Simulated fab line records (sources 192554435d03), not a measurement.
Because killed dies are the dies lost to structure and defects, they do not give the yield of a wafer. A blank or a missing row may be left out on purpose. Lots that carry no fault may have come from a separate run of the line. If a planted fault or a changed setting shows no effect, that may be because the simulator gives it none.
Matching of chambers || flow n5Finfet || pecvd-03 running N5_BEOL_M9_ILD_DEP_00: 3 sister chambers
The step deposits SiCOH lowk from DEMS/porogen, target thk 308.51 nm, time 58 s. 6 wafers are shown with their chamber, then 7 later ones without.

== WAFERS WITH THEIR CHAMBER ==
{"wafer": "L088.5", "chamber": 0, "throttleValvePct (%)": 14.7, "showerheadPlenumPTorr (Torr)": 5.738}
{"wafer": "L088.6", "chamber": 1, "throttleValvePct (%)": 14.6, "showerheadPlenumPTorr (Torr)": 5.762}
{"wafer": "L089.3", "chamber": 1, "throttleValvePct (%)": 14.5, "showerheadPlenumPTorr (Torr)": 5.763}
{"wafer": "L089.6", "chamber": 2, "throttleValvePct (%)": 13.1, "showerheadPlenumPTorr (Torr)": 5.735}
{"wafer": "L090.1", "chamber": 0, "throttleValvePct (%)": 14.5, "showerheadPlenumPTorr (Torr)": 5.729}
{"wafer": "L090.2", "chamber": 2, "throttleValvePct (%)": 13.2, "showerheadPlenumPTorr (Torr)": 5.733}

== WAFERS MISSING THEIR CHAMBER ==
{"wafer": "L090.3", "throttleValvePct (%)": 14.3, "showerheadPlenumPTorr (Torr)": 5.752}
{"wafer": "L092.1", "throttleValvePct (%)": 14.3, "showerheadPlenumPTorr (Torr)": 5.733}
{"wafer": "L092.4", "throttleValvePct (%)": 13.1, "showerheadPlenumPTorr (Torr)": 5.755}
{"wafer": "L092.6", "throttleValvePct (%)": 13.0, "showerheadPlenumPTorr (Torr)": 5.749}
{"wafer": "L097.2", "throttleValvePct (%)": 13.1, "showerheadPlenumPTorr (Torr)": 5.730}
{"wafer": "L097.3", "throttleValvePct (%)": 14.6, "showerheadPlenumPTorr (Torr)": 5.741}
{"wafer": "L097.6", "throttleValvePct (%)": 13.3, "showerheadPlenumPTorr (Torr)": 5.736}

== THE CHAMBER EACH PASSED THROUGH ==
{"wafer": "L090.3", "from the rows above": 1, "in truth": 1}
{"wafer": "L092.1", "from the rows above": 0, "in truth": 0}
{"wafer": "L092.4", "from the rows above": 2, "in truth": 2}
{"wafer": "L092.6", "from the rows above": 2, "in truth": 2}
{"wafer": "L097.2", "from the rows above": 2, "in truth": 2}
{"wafer": "L097.3", "from the rows above": 0, "in truth": 0}
{"wafer": "L097.6", "from the rows above": 2, "in truth": 2}
Correct placement for 7 of the 7. Left unplaced by these rows: 0. 0 placed wrongly.
How it was worked out, from the rows above alone: a wafer's distance from a chamber is the root of the sum, over the readings, of the square of ((its reading less the chamber's mean) divided by the reading's scatter). If the next closest chamber is less than 2 further off than the closest, the wafer can't be placed; otherwise it belongs to the closest. A chamber's mean is the mean of its shown wafers. The scatter: the root of (the sum of the squares of (reading less its chamber's mean) over the shown wafers, divided by (wafers less chambers)).
